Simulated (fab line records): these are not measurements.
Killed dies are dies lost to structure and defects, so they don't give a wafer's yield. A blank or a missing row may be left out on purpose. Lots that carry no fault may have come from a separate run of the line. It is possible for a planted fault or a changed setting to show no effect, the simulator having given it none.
A lot that was struck, set against a sound lot | flow n5 finfet | 16 out of 1938 route steps
Sound: the wafers L684.1, L684.4, L684.6. Struck: wafer L696.5 (left out: L696.2, L696.6 of the same lot, which were not struck); the cause appears at the end.
At each step with rows: each side's tool, then ch and its chambers, then its first start. Under that, the readings that differ: sound wafers | struck wafers | difference of the means | sigmas: that difference in standard deviations of wafers without a fault.
alike: readings whose means differ by less than 2 such deviations, and words and numbers that are the same on both sides. not compared: withheld readings, readings that some wafer has no value for, bounds like >300 that may hide the same value, and numbers for which the record gives no deviation and whose values overlap.
The two part at a step that has a row with sigmas, a row that says differs or no value, or rows on one side only. Non-overlapping numbers with no deviation appear without sigmas and do not part them. Lack of a reading on every wafer of one side parts them only where that side has two or more wafers.

first, 3 steps without rows for these wafers: N5_BEOL_M2_SPUTTER_90 (material Cu, target thk 4.5 nm, time 8.29 s); N5_BEOL_M2_ANNEAL_91 (time 240 s); N5_BEOL_M2_SPUTTER_92 (material Cu, target thk 4.5 nm, time 8.29 s).
N5_BEOL_M2_ANNEAL_93: time 240 s.
  struck on pvd sputter-03, day 10 04:43; sound on pvd sputter-02, day 7 07:38
  alike: heater power w
N5_BEOL_M2_SPUTTER_94: material Cu, target thk 4.5 nm, time 8.29 s.
  struck on pvd sputter-03, day 10 04:51; sound on pvd sputter-02, day 7 07:47
  reading                | sound          | struck | difference | sigmas
  throttle valve pct (%) | 29.4 30.1 29.7 | 32.7   | +3.0       | +3
N5_BEOL_M2_ANNEAL_95: time 240 s.
  struck on pvd sputter-03, day 10 04:56; sound on pvd sputter-02, day 7 07:52
  alike: heater power w
N5_BEOL_M2_SPUTTER_96: material Cu, target thk 4.5 nm, time 8.29 s.
  struck on pvd sputter-03, day 10 05:04; sound on pvd sputter-02, day 7 08:00
  reading                | sound          | struck | difference | sigmas
  throttle valve pct (%) | 29.7 30.1 30.1 | 32.1   | +2.1       | +2
then, 3 steps without rows for these wafers: N5_BEOL_M2_ECD_50 (material Cu, target thk 300 nm); N5_BEOL_M2_ANNEAL_51 (time 90 s); N5_BEOL_M2_CMP_52 (polishes, stops on SiOC, t overpolish 6.8 s, target thk 40 nm).
N5_BEOL_M2_THK_MEAS_53: measures by xrf.
  struck on film metro-02, day 10 06:03; sound on film metro-02, day 7 08:47
  alike: M2_THK
N5_BEOL_M2_PRE_CLEAN_60: time 15 s.
  sound on cvd co-01 ch 0,1, day 7 08:49; struck on cvd co-01 ch 0, day 10 06:05
  alike: heater power w
N5_BEOL_M2_CO_CAP_55: material Co, precursor CCTBA/H2, target thk 2 nm, time 102.1 s.
  sound on cvd co-01 ch 0,1, day 7 08:52; struck on cvd co-01 ch 0, day 10 06:08
  reading                                   | sound             | struck | difference | sigmas
  run length s (s)                          | 125.0 125.6 125.3 | 89.7   | -35.6      | -59
  model.Co_of_BEOL_M2_CO_CAP_55.thk nm (nm) | 2 2 2             | 1.2    | -0.8       |
  alike: heater power w
then, 1 step without rows for these wafers: N5_BEOL_M2_PRE_CLEAN_56 (time 15 s).
N5_BEOL_M4_RC_MEAS_101:
  sound on prober-01 ch 0, day 9 06:19; struck on prober-01 ch 0, day 11 17:28
  alike: DIBL_N, DIBL_P, IOFF_N, IOFF_P, ION_N, ION_P, SS_N, SS_P, VT_N, VT_P
then, 1 step without rows for these wafers: N5_PASSIVATION_PROBE_49.

WHERE THEY PART
Last at N5_BEOL_M2_CO_CAP_55 as far as this record goes, first at N5_BEOL_M2_SPUTTER_94. Later steps at which nothing parts them and some readings are alike: N5_BEOL_M4_RC_MEAS_101.

WHY: what the simulator had put in
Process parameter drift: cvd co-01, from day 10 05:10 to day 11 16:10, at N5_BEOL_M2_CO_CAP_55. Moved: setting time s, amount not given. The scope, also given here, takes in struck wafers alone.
